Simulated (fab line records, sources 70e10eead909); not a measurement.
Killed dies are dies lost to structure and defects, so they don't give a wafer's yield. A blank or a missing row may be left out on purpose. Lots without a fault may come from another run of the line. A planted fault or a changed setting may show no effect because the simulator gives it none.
Which tool did it? | flow nand_harc | 6 lots, 18 wafers sampled, at 3 steps of a route of 1302

WHAT THE GAUGES READ, wafer by wafer
NHARC_P_M0_THK_MEAS_24: measures by xrf.
lot  | measured     | on            | thk_nm (nm)
L714 | day 7 19:46  | film_metro-01 | 121.5 118.9 118.1
L717 | day 9 00:28  | film_metro-02 | 115.1 116.1 117.1
L718 | day 9 13:23  | film_metro-01 | 118.5 117.7 120.4
L720 | day 10 14:24 | film_metro-02 | 116.7 116.9 115.1
L731 | day 15 00:02 | film_metro-02 | 117.7 121.4 115.1
L733 | day 15 14:55 | film_metro-02 | 118.3 113.7 116.9

WHICH TOOL RAN EACH LOT (tool, then ch and the chambers of the sampled wafers, then the start)
lot  | NHARC_P_M0_PRE_CLEAN_29      | NHARC_P_M0_PVD_21
L714 | pvd_sputter-03, day 7 18:19  | pvd_sputter-03, day 7 19:46 or earlier
L717 | pvd_sputter-03, day 8 23:08  | pvd_sputter-03, day 9 00:28 or earlier
L718 | pvd_sputter-01, day 9 12:04  | pvd_sputter-01, day 9 13:23 or earlier
L720 | pvd_sputter-02, day 10 13:03 | pvd_sputter-02, day 10 14:24 or earlier
L731 | pvd_sputter-02, day 14 22:43 | pvd_sputter-02, day 15 00:02 or earlier
L733 | pvd_sputter-01, day 15 13:35 | pvd_sputter-01, day 15 14:55 or earlier
- NHARC_P_M0_PRE_CLEAN_29: time 30 s.
- NHARC_P_M0_PVD_21: deposits Cu, target thk 30 nm, time 20.49 s.

THE ANSWER, worked out from the rows above alone
Rule: what is usual is taken from the lots themselves. Put in order of their means at a reading, lots are off if they are a third of the lots or fewer, leave a main group of 4 or more, and stand apart from it by a gap of 3 or more times the standard deviation of the main group's means; of several such gaps the widest counts. A main group whose means are all the same, to the digits that the tables above print for the reading, isn't used. A lot without any number at a reading at which 4 lots or more have one is off too. The other lots that the step has rows for count as sound.
No lot is off at any reading shown: from this, nothing can be told.

WHAT THE SIMULATOR HAD PUT IN
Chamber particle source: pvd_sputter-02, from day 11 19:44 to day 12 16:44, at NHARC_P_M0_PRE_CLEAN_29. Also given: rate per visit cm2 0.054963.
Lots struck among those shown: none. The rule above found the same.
